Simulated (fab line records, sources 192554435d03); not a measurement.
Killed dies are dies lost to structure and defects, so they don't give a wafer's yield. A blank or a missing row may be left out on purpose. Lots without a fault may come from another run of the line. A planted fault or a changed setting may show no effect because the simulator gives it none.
Split-lot experiment | flow n5_finfet | 7 lots, 21 wafers read, on a route of 1938 steps

THE SPLIT
At N5_MIM_BOT_SPUTTER_00 (material TiN, target thk 35 nm, time 89.7 s), the setting time_s was moved away from the recipe's 89.7 s on 5 of the 21 wafers read, by -13.0% to +6.9%. The other wafers ran this setting at the recipe's value.

The reading is taken at the split's own step.

THE READING
TiN_of_MIM_BOT_SPUTTER_00.thk_nm (the simulator's own value, which no gauge read), in nm, at N5_MIM_BOT_SPUTTER_00 (material TiN, target thk 35 nm, time 89.7 s). The file gives no usual value for it. The 16 wafers here that ran the recipe average 34.7 nm, standard deviation 0.37 nm.

wafer  | tool, chamber at the split | time_s as run, s | against the recipe | TiN_of_MIM_BOT_SPUTTER_00.thk_nm, nm | against lot-mates on the recipe
L074.1 | pvd_sputter-01, -          | 89.7             | recipe             | 35                                   | -
L074.3 | pvd_sputter-01, -          | 89.7             | recipe             | 34.6                                 | -
L074.5 | pvd_sputter-01, -          | 89.7             | recipe             | 34.6                                 | -
L077.1 | pvd_sputter-03, -          | 89.7             | recipe             | 35                                   | -
L077.3 | pvd_sputter-03, -          | 89.7             | recipe             | 35.2                                 | -
L077.6 | pvd_sputter-03, -          | 89.7             | recipe             | 34.8                                 | -
L079.1 | pvd_sputter-02, -          | 89.7             | recipe             | 34.8                                 | -
L079.3 | pvd_sputter-02, -          | 89.7             | recipe             | 35.4                                 | -
L079.6 | pvd_sputter-02, -          | 89.7             | recipe             | 34.2                                 | -
L083.1 | pvd_sputter-01, -          | 89.7             | recipe             | 35.2                                 | -
L083.5 | pvd_sputter-01, -          | 78.01            | -13.0%             | 30.6                                 | -4.6
L083.6 | pvd_sputter-01, -          | 78.01            | -13.0%             | 30.4                                 | -4.8
L086.1 | pvd_sputter-01, -          | 89.7             | recipe             | 34.4                                 | -
L086.2 | pvd_sputter-01, -          | 84.37            | -5.9%              | 32                                   | -2.5
L086.3 | pvd_sputter-01, -          | 89.7             | recipe             | 34.6                                 | -
L087.1 | pvd_sputter-03, -          | 89.7             | recipe             | 34.2                                 | -
L087.5 | pvd_sputter-03, -          | 89.7             | recipe             | 34.2                                 | -
L087.6 | pvd_sputter-03, -          | 95.89            | +6.9%              | 36.6                                 | +2.4
L095.1 | pvd_sputter-03, -          | 94.42            | +5.3%              | 36.4                                 | +1.7
L095.3 | pvd_sputter-03, -          | 89.7             | recipe             | 34.4                                 | -
L095.4 | pvd_sputter-03, -          | 89.7             | recipe             | 35                                   | -

THE FIT
A straight line over all 21 wafers: TiN_of_MIM_BOT_SPUTTER_00.thk_nm changes by +0.326 nm for each +1% of time_s; r = +0.97; the points scatter about the line by 0.39 nm.
The same after taking each lot's own level away (the mean of its wafers on the recipe; 21 wafers): +0.36 nm for each +1%; r = +0.99; scatter 0.26 nm.
On that fit, the largest move of time_s shifts the reading by 4.7 nm.
The lots' own levels span 34.20 to 35.20 nm, that is 2.7 times the standard deviation above.
So the lot-to-lot level changes the slope little: the two slopes agree.
Check: with one of the wafers moved furthest among these (-13.0%) left out of the fit, the line predicts -4.81 nm for it against its lot-mates. It came out at -4.6 nm against them.

OTHER SPLITS ON THESE WAFERS
These wafers also went through other splits before the reading. Each is held against what the fit with the lots' levels taken away leaves over:
other split on the same wafers    | wafers away from the commonest value | r with TiN_of_MIM_BOT_SPUTTER_00.thk_nm (lot level and that fit taken away)
N5_BEOL_M12_SPUTTER_43 power_w    | 7                                    | +0.14
N5_BEOL_M12_SPUTTER_44 time_s     | 6                                    | +0.24
N5_BEOL_M15_CMP_49 down_force_psi | 5                                    | +0.15

THE FILE'S OWN FIT
TiN_of_MIM_BOT_SPUTTER_00.thk_nm changes by +0.362 nm for each +1% of time_s, r = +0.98.
